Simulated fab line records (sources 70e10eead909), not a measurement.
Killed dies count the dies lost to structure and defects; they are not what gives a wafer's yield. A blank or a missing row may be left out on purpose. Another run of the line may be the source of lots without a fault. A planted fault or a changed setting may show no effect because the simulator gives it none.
Comparing a struck lot with a sound one :: flow nandHarc :: 15 steps out of a route of 1302
Sound: the wafers L396.1, L396.3, L396.4. Wafers L392.1, L392.3, L392.5 were the ones struck. The cause is named last.
For every step that has rows: the tool of each side, followed by ch and its chambers, followed by its first start. Under that, the readings that differ: sound wafers :: struck wafers :: difference of the means :: sigmas: that difference in standard deviations of wafers without a fault.
alike: a reading whose means differ by less than 2 such deviations, as well as words and numbers matching on both sides. not compared: withheld readings; readings where some wafer has no value; bounds like >300 that might hide an equal value; numbers whose values overlap and for which the record gives no deviation.
A row with sigmas, a row that says differs or no value, or rows on one side alone: a step with any of these is where the two part. Numbers that don't overlap but have no deviation are shown without sigmas and don't part them. A reading that every wafer of one side lacks parts them only if that side has two wafers or more.

first, 4 steps without rows for these wafers: NHARC_THIN_TSV_EBR_29; NHARC_THIN_TSV_EXPOSE_30 (exposes mask PAD); NHARC_THIN_TSV_PEB_31 (peb time 85 s); NHARC_THIN_TSV_DEVELOP_32 (time 70 s).
NHARC_THIN_TSV_CD_MEAS_33: the cd target is 5000 nm.
  sound on cdSem-02 ch 0, day 32 15:56; struck on cdSem-02 ch 0, day 32 14:41
  alike: cdNm
then, 1 step without rows for these wafers: NHARC_THIN_TSV_HARDBAKE_34 (time 80 s).
NHARC_THIN_TSV_DESCUM_35: chemistry O2, time 3 s.
  sound on rieDiel-11 ch 1,2,3, day 32 16:05; struck on rieDiel-11 ch 1,2,3, day 32 14:51
  alike: drypumpMotorCurrentA, o2FlowSccm, oesProductAu, rfVppV, showerheadPlenumPTorr, throttleValvePct
  not compared: rfHoursCounterH
NHARC_THIN_TSV_ETCH_59: etches the open film in Cl2/BCl3, target depth 880 nm, time 138.1 s.
  sound on rieMetal-02 ch 0,1, day 32 16:16; struck on rieMetal-03 ch 0,1, day 32 14:58
  alike: bcl3FlowSccm, drypumpMotorCurrentA, oesProductAu, throttleValvePct
  not compared: rfHoursCounterH
NHARC_THIN_TSV_ETCH_36: etches the open film in Cl2/BCl3, target depth 65 nm, time 18.571 s.
  sound on rieMetal-02 ch 0,1, day 32 16:29; struck on rieMetal-03 ch 0,1, day 32 15:14
reading: oesProductAu (a.u.)
sound: 1.008 1.016 1.017
struck: 0.990 0.993 0.997
difference: -0.020
sigmas: -2
  alike: drypumpMotorCurrentA
  not compared: rfHoursCounterH
NHARC_THIN_TSV_STRIP_56: strips in O2.
  sound on plasmaAsher-01 ch 0,1, day 32 16:37; struck on plasmaAsher-01 ch 0,1, day 32 15:22
  alike: drypumpMotorCurrentA, heaterPowerW
  not compared: rfHoursCounterH
then, 1 step without rows for these wafers: NHARC_THIN_TSV_STRIP_57 (strips in post etch residue remover, time 1200 s).
NHARC_THIN_TSV_CD_MEAS_37:
  struck on cdSem-01, day 32 16:07; sound on cdSem-01, day 32 17:23
  alike: cdNm
NHARC_THIN_TSV_ANNEAL_58: time 1800 s.
  struck on furnace-07, day 32 18:07; sound on furnace-07 ch 0, day 32 18:07
  no value came back on the struck wafers for runLengthS (s), spikeTcBottomC (C), spikeTcUpperC (C), zonePowerBottomPct (%); on the sound wafers runLengthS (s) reads 1821 1821 1821
NHARC_THIN_TSV_INSPECT_40:
  struck on defectInspect-02, day 32 19:32; sound on defectInspect-01, day 32 19:33
  alike: rawDefectCount
NHARC_END_SORT_01:
  sound on prober-01 ch 0, day 33 06:22; struck on prober-01 ch 0, day 32 22:35
  alike: defectLimitedYield, killedAtArray, killedAtOther, killedAtPeriphery, killedDies, killedOpen, killedShort

WHERE THEY PART
At NHARC_THIN_TSV_ETCH_36 first; at NHARC_THIN_TSV_ANNEAL_58 last (within this record only). Later steps at which nothing parts them and some readings are alike: NHARC_THIN_TSV_INSPECT_40, NHARC_END_SORT_01.

WHY: whatever the simulator had introduced
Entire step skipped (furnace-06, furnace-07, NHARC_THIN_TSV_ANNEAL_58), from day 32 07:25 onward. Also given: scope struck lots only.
